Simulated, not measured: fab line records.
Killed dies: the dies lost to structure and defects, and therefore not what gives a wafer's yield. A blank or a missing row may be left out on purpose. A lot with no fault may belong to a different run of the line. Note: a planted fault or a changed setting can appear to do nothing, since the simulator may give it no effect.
What tool caused it?	flow nand-harc	10 lots, 30 wafers sampled, at 7 steps of a route of 1159

== WHAT EACH GAUGE READ, for each wafer ==
NHARC_A_CHANNEL_HOLE_D1_CD_MEAS_10: the cd target is 100 nm. Usual: cd-nm at 100.0 nm, with a standard deviation of 0.44.
lot	measured	on	cd-nm (nm)	flag
L580	day 8 21:11	cd-sem-02	99.9 99.3 99.8	
L585	day 10 10:12	cd-sem-02	99.7 99.5 99.6	
L591	day 11 15:03	cd-sem-01	100.7 100.6 100.0	
L594	day 12 09:56	cd-sem-03	102.9 102.5 103.0	OFF
L593	day 12 11:38	cd-sem-03	102.8 102.3 102.9	OFF
L595	day 12 11:29	cd-sem-01	99.9 100.1 100.7	
L596	day 12 09:38	cd-sem-01	100.2 100.0 99.8	
L599	day 13 07:41	cd-sem-03	100.1 99.9 99.5	
L600	day 13 07:50	cd-sem-03	99.7 100.1 100.4	
L602	day 13 16:32	cd-sem-01	100.7 100.6 100.2	

NHARC_A_CHANNEL_HOLE_D1_CD_MEAS_30. Usual: cd-nm at 89.7 nm, with a standard deviation of 0.8.
lot	measured	on	cd-nm (nm)	flag
L580	day 9 07:34	cd-sem-03	88.7 88.9 89.4	
L585	day 10 17:07	cd-sem-02	88.8 88.7 89.0	
L591	day 11 22:05	cd-sem-03	90.1 91.4 89.6	
L594	day 12 20:41	cd-sem-02	93.1 92.1 93.5	OFF
L593	day 13 00:52	cd-sem-01	92.5 92.3 93.2	OFF
L595	day 12 20:59	cd-sem-03	89.6 90.1 89.5	
L596	day 12 16:30	cd-sem-02	89.7 89.5 88.4	
L599	day 13 14:36	cd-sem-02	89.6 90.2 90.0	
L600	day 13 15:01	cd-sem-02	91.0 89.2 91.2	
L602	day 13 23:23	cd-sem-02	90.2 91.0 89.1	

NHARC_A_CHANNEL_HOLE_D1_INSPECT_40. Usual: raw-defect-count at 60, with a standard deviation of 17.
lot	measured	on	raw-defect-count	flag
L580	day 9 07:44	defect-inspect-01	93 45 77	
L585	day 10 17:19	defect-inspect-01	67 75 63	
L591	day 11 22:16	defect-inspect-02	50 32 54	
L594	day 12 20:52	defect-inspect-01	49 59 48	
L593	day 13 01:03	defect-inspect-02	60 66 45	
L595	day 12 21:10	defect-inspect-02	58 73 52	
L596	day 12 16:41	defect-inspect-01	59 61 41	
L599	day 13 14:47	defect-inspect-01	91 70 87	
L600	day 13 15:13	defect-inspect-01	43 56 29	
L602	day 13 23:34	defect-inspect-01	45 73 46	

== TOOL THAT RAN EACH LOT (tool first, then ch and the chambers of the sampled wafers, then the start) ==
lot	NHARC_A_ZERO_WELL_DESCUM_12	NHARC_A_CHANNEL_HOLE_D1_PEB_08	NHARC_A_CHANNEL_HOLE_D1_ETCH_38	NHARC_A_CHANNEL_HOLE_D1_XSEM_31
L580	rie-diel-12 ch 1,2, day 7 04:07	litho-track-04 ch 0, day 8 21:07	rie-diel-05 ch 1,2, day 8 21:32	xsem-01 ch 0, day 9 07:40
L585	rie-diel-12 ch 1,2, day 8 03:20	litho-track-01 ch 0, day 10 10:07	rie-diel-09 ch 1,2, day 10 10:29	xsem-01 ch 0, day 10 17:13
L591	rie-diel-02 ch 1,2, day 10 02:37	litho-track-04 ch 0, day 11 14:58	rie-diel-05 ch 0,3, day 11 15:19	xsem-01 ch 0, day 11 22:10
L594	rie-diel-06 ch 0,1,2, day 10 14:43	litho-track-06 ch 0, day 12 09:51	rie-diel-05 ch 1,3, day 12 10:14	xsem-02 ch 0, day 12 20:46
L593	rie-diel-02 ch 0,2, day 10 15:55	litho-track-06 ch 0, day 12 11:34	rie-diel-05 ch 1,2, day 12 11:56	xsem-02 ch 0, day 13 00:57
L595	rie-diel-12 ch 1,3, day 10 16:29	litho-track-04 ch 0, day 12 11:25	rie-diel-07 ch 2,3, day 12 11:46	xsem-01 ch 0, day 12 21:04
L596	rie-diel-12 ch 0,1,2, day 10 23:46	litho-track-04 ch 0, day 12 09:33	rie-diel-09 ch 0,1,3, day 12 09:54	xsem-02 ch 0, day 12 16:36
L599	rie-diel-12 ch 0,2,3, day 11 17:20	litho-track-04 ch 0, day 13 07:36	rie-diel-07 ch 0,2,3, day 13 07:58	xsem-01 ch 0, day 13 14:41
L600	rie-diel-02 ch 1,2,3, day 11 18:32	litho-track-04 ch 0, day 13 07:45	rie-diel-09 ch 0,1,2, day 13 08:06	xsem-01 ch 0, day 13 15:07
L602	rie-diel-02 ch 0,1,2, day 12 00:59	litho-track-01 ch 0, day 13 16:27	rie-diel-07 ch 0,2,3, day 13 16:49	xsem-01 ch 0, day 13 23:28
- NHARC_A_ZERO_WELL_DESCUM_12: chemistry O2, time 3 s.
- NHARC_A_CHANNEL_HOLE_D1_PEB_08: peb time 65 s.
- NHARC_A_CHANNEL_HOLE_D1_ETCH_38: etches the open film in CF4, target depth 39 nm, time 65 s.
- NHARC_A_CHANNEL_HOLE_D1_XSEM_31

== AS READ BY THE TOOLS THEMSELVES (means over the sampled wafers that have a number; for cases with no such wafer, the mark the record gives instead) ==
NHARC_A_ZERO_WELL_DESCUM_12. Usual: chamber-pressure-mTorr 60.00 mTorr, standard deviation 0.051; drypump-motor-current-A 5.8 A, standard deviation 0.56; oes-product-au 1.003 a.u., standard deviation 0.0076; rf-vpp-V 57.9 V, standard deviation 1; showerhead-plenum-p-Torr 1.94 Torr, standard deviation 0.097; throttle-valve-pct 11.312 %, standard deviation 0.0091.
lot	tool	chamber-pressure-mTorr (mTorr)	drypump-motor-current-A (A)	oes-product-au (a.u.)	rf-vpp-V (V)	showerhead-plenum-p-Torr (Torr)	throttle-valve-pct (%)	flag
L580	rie-diel-12	59.95	6.1	0.997	58.5	2.05	11.321	
L585	rie-diel-12	59.98	5.5	1.001	58.1	2.03	11.307	
L591	rie-diel-02	59.96	6.0	1.008	57.5	1.95	11.310	
L594	rie-diel-06	60.00	5.5	1.005	57.9	1.88	11.315	
L593	rie-diel-02	60.00	5.9	1.008	57.6	1.82	11.317	
L595	rie-diel-12	60.00	5.7	1.001	57.5	1.91	11.318	
L596	rie-diel-12	60.04	6.1	1.004	57.9	2.04	11.297	
L599	rie-diel-12	59.96	5.7	0.998	58.2	1.96	11.311	
L600	rie-diel-02	59.96	5.9	1.010	58.7	1.93	11.314	
L602	rie-diel-02	60.02	6.0	1.004	57.2	1.89	11.315	

NHARC_A_CHANNEL_HOLE_D1_ETCH_38. Usual: chamber-pressure-mTorr 50.00 mTorr, standard deviation 0.045; drypump-motor-current-A 5.7 A, standard deviation 0.35; oes-product-au 0.999 a.u., standard deviation 0.0091; rf-vpp-V 151.0 V, standard deviation 1.2; showerhead-plenum-p-Torr 1.75 Torr, standard deviation 0.068; throttle-valve-pct 13.284 %, standard deviation 0.0091.
lot	tool	chamber-pressure-mTorr (mTorr)	drypump-motor-current-A (A)	oes-product-au (a.u.)	rf-vpp-V (V)	showerhead-plenum-p-Torr (Torr)	throttle-valve-pct (%)	flag
L580	rie-diel-05	49.98	5.8	1.001	151.4	1.76	13.288	
L585	rie-diel-09	49.99	5.7	0.987	151.3	1.74	13.275	
L591	rie-diel-05	50.00	5.3	1.005	150.1	1.69	13.279	
L594	rie-diel-05	49.96	5.4	1.001	151.0	1.74	13.284	
L593	rie-diel-05	49.97	6.1	1.010	151.3	1.81	13.285	
L595	rie-diel-07	49.96	6.0	0.998	150.3	1.74	13.292	
L596	rie-diel-09	49.98	5.5	0.990	153.5	1.81	13.286	
L599	rie-diel-07	50.00	5.9	0.999	150.8	1.74	13.282	
L600	rie-diel-09	50.01	5.6	0.989	151.3	1.80	13.282	
L602	rie-diel-07	50.00	5.9	0.999	151.4	1.74	13.289	

NHARC_A_CHANNEL_HOLE_D1_XSEM_31. Usual: bot-cd-nm 74.3 nm, standard deviation 0.94; bow-nm 8.71 nm, standard deviation 0.25; tilt-deg 0.07 degrees, standard deviation 0.039.
lot	tool	bot-cd-nm (nm)	bow-nm (nm)	tilt-deg (degrees)	flag
L580	xsem-01	73.8	8.66	0.09	
L585	xsem-01	73.7	9.22	0.10	
L591	xsem-01	75.4	8.98	0.08	
L594	xsem-02	77.5	8.39	0.09	OFF
L593	xsem-02	77.1	8.58	0.13	
L595	xsem-01	74.1	8.59	0.03	
L596	xsem-02	74.7	9.11	0.11	
L599	xsem-01	74.8	8.39	0.05	
L600	xsem-01	75.7	8.60	0.08	
L602	xsem-01	74.4	8.33	0.06	

== THE ANSWER, worked out from the rows above alone ==
Rule: lot off if the mean of its wafers having a number is beyond 3 standard deviations from the usual mean. A lot without any number at a reading at which 4 lots or more have one is off too. The other lots that the step has rows for count as sound. After the gauges, taken in route order, come the tools' own readings; for these a lot's mean is taken, as printed above. The first step at which some lot is off is used, and at that step the reading that is off furthest; a lot without a number counts as furthest.
Off: L594, L593, at NHARC_A_CHANNEL_HOLE_D1_CD_MEAS_10 (cd-nm).
A tool fits if, at a process step before that reading, it ran every lot that is off, and no sound lot after the first of them. The gauges at NHARC_A_CHANNEL_HOLE_D1_CD_MEAS_10 aren't tried: what is off there is off at NHARC_A_CHANNEL_HOLE_D1_CD_MEAS_30 too, on other tools, and a gauge's error can't cause that. One fits: NHARC_A_CHANNEL_HOLE_D1_PEB_08 on litho-track-06. It ran no sound lot before its first lot that is off in this sample, so the start can't be narrowed down.

== WHAT THE SIMULATOR HAD PUT IN ==
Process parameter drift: litho-track-06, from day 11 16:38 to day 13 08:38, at NHARC_A_CHANNEL_HOLE_D1_PEB_08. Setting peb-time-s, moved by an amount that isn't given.
Lots struck among those shown: L594, L593. The same result came from the rule above.
